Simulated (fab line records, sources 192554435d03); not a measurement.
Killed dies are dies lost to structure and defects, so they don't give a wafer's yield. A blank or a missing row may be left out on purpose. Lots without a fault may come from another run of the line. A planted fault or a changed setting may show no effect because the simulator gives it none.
A struck lot beside a sound one | flow n5_finfet | 39 steps out of a route of 1938
Sound: wafers L342.3, L342.4, L342.6. Struck: wafers L334.2, L334.3, L334.4. The cause comes at the end.
At each step with rows: each side's tool, then ch and its chambers, then its first start. Under that, the readings that differ: sound wafers | struck wafers | difference of the means | sigmas: that difference in standard deviations of wafers without a fault.
alike: readings whose means differ by less than 2 such deviations, and words and numbers that are the same on both sides. not compared: withheld readings, readings that some wafer has no value for, bounds like >300 that may hide the same value, and numbers for which the record gives no deviation and whose values overlap.
The two part at a step that has a row with sigmas, a row that says differs or no value, or rows on one side only. Numbers that don't overlap but have no deviation are shown without sigmas and don't part them. A reading that every wafer of one side lacks parts them only if that side has two wafers or more.

first, 9 steps without rows for these wafers: N5_BEOL_M4_ANNEAL_95 (time 240 s); N5_BEOL_M4_SPUTTER_96 (material Cu, target thk 4.5 nm, time 8.29 s); N5_BEOL_M4_ECD_50 (material Cu, target thk 300 nm); N5_BEOL_M4_ANNEAL_51 (time 90 s); N5_BEOL_M4_CMP_52 (polishes, stops on SiOC, t overpolish 6.8 s, target thk 40 nm); N5_BEOL_M4_PRE_CLEAN_60 (time 15 s); N5_BEOL_M4_CO_CAP_55 (material Co, precursor CCTBA/H2, target thk 2 nm, time 102.1 s); N5_BEOL_M4_PRE_CLEAN_56 (time 15 s); N5_BEOL_M4_DEP_57 (deposits SiCN from 3MS/NH3, target thk 8 nm, time 14 s).
N5_BEOL_M4_RC_MEAS_101:
  sound on prober-02 ch 0, day 14 07:01; struck on prober-02 ch 0, day 12 11:51
  reading        | sound          | struck         | difference | sigmas
  DIBL_N (mV/V)  | 30.4 35.3 33.7 | 41.2 36.6 36.9 | +5.1       | +2
  DIBL_P (mV/V)  | 29.3 35.9 33.6 | 43.1 37.7 38.5 | +6.8       | +2
  IOFF_N (nA/um) | 0.07 0.12 0.11 | 0.31 0.19 0.20 | +0.13      | +3
  IOFF_P (nA/um) | 0.10 0.18 0.14 | 0.37 0.24 0.26 | +0.15      | +3
  ION_N (uA/um)  | 638 662 660    | 692 683 682    | +32        | +2
  ION_P (uA/um)  | 438 456 453    | 473 465 473    | +21        | +2
  VT_N (mV)      | 261 256 256    | 240 245 245    | -14        | -3
  VT_P (mV)      | -263 -255 -258 | -241 -248 -245 | +14        | +4
  alike: SS_N, SS_P
then, 24 steps without rows for these wafers: N5_BEOL_M5_ILD_DEP_00 (deposits SiCOH lowk from DEMS/porogen, target thk 140.64 nm, time 25.9 s); N5_BEOL_M5_CURE_79 (cures SiCOH lowk, time 240 s); N5_BEOL_M5_PECVD_70 (deposits SiO2 from TEOS/O2, target thk 16 nm, time 18 s); N5_BEOL_M5_HM_DEP_02 (deposits TiN, target thk 20 nm); N5_BEOL_M5_COAT_59 (time 60 s, resist thk 60 nm); N5_BEOL_M5_COAT_60 (time 60 s, resist thk 12 nm); N5_BEOL_M5_COAT_71 (time 60 s, resist thk 5 nm); N5_BEOL_M5_COAT_05 (resist thk 30 nm); N5_BEOL_M5_EBR_07; N5_BEOL_M5_SOFTBAKE_06 (time 60 s); N5_BEOL_M5_EXPOSE_08 (exposes mask M5, target cd 28 nm); N5_BEOL_M5_PEB_09 (peb time 60 s); N5_BEOL_M5_DEVELOP_10 (develop time 30 s); N5_BEOL_M5_DESCUM_16 (chemistry O2, time 7 s); N5_BEOL_M5_ETCH_72 (etches underlayer in N2/H2, target depth 6.5 nm, time 5.2 s); N5_BEOL_M5_ETCH_61 (etches SiARC in CF4, target depth 15.6 nm, time 26 s); N5_BEOL_M5_ETCH_62 (etches SOC in N2/H2, target depth 75 nm, overetch 15 nm, time 112.5 s); N5_BEOL_M5_STRIP_63 (strips in N2/H2); N5_BEOL_M5_STRIP_73 (strips in N2/H2); N5_BEOL_M5_STRIP_64 (strips in CF4); N5_BEOL_M5_HM_OPEN_17 (chemistry Cl2/BCl3, target TiN, target depth 20 nm, overetch 6 nm); N5_BEOL_M5_STRIP_19 (strips in O2); N5_BEOL_M5_COAT_65 (time 60 s, resist thk 60 nm); N5_BEOL_M5_COAT_66 (time 60 s, resist thk 12 nm).
-- the record jumps here: 3 days lie between the struck wafers' starts before and after (it left off in module BEOL_M5 and takes up again in module BEOL_M14, whose first step shown is number 1767 of the route) --
N5_BEOL_M14_CMP_49: polishes, stops on SiO2, t overpolish 5.2 s, target thk 560 nm.
  sound on cmp-02 ch 1,2,3, day 17 21:19; struck on cmp-02 ch 0,1,2, day 15 16:10
  no value came back on the struck wafers for any of 7 readings (barrier_field_endpoint_s (s), clearing_platen_down_force_psi (psi) and others); on the sound wafers barrier_field_endpoint_s (s) reads 11.6 11.2 11.4
  reading                                 | sound             | struck         | difference | sigmas
  model.Cu_of_BEOL_M14_ECD_47.thk_nm (nm) | 530.8 575.4 577.4 | 1251 1255 1271 | +698       |
N5_BEOL_M14_THK_MEAS_50: measures by xrf.
  sound on film_metro-01, day 17 21:37; struck on film_metro-01, day 15 16:28
  reading      | sound       | struck         | difference | sigmas
  M14_THK (nm) | 532 577 582 | 1256 1255 1275 | +698       | +35
N5_BEOL_M14_RS_MEAS_54: measures by four-point-probe.
  sound on film_metro-01, day 17 21:46; struck on film_metro-01, day 15 16:35
  reading         | sound                | struck               | difference | sigmas
  M14_RS (ohm/sq) | 0.0350 0.0323 0.0321 | 0.0136 0.0135 0.0134 | -0.0196    | -16
N5_BEOL_M14_INSPECT_55: inspects for defects (darkfield).
  sound on defect_inspect-02, day 17 21:48; struck on defect_inspect-01, day 15 16:37
  reading          | sound    | struck         | difference | sigmas
  raw_defect_count | 67 39 65 | 6434 6541 6543 | +6449      | +99 or more
N5_PASSIVATION_PROBE_49:
  the record has rows for the struck wafers here (prober-02, day 16 15:19) and none for the sound ones

WHERE THEY PART
First at N5_BEOL_M4_RC_MEAS_101; last, within this record, at N5_PASSIVATION_PROBE_49.

WHY: what the simulator had put in
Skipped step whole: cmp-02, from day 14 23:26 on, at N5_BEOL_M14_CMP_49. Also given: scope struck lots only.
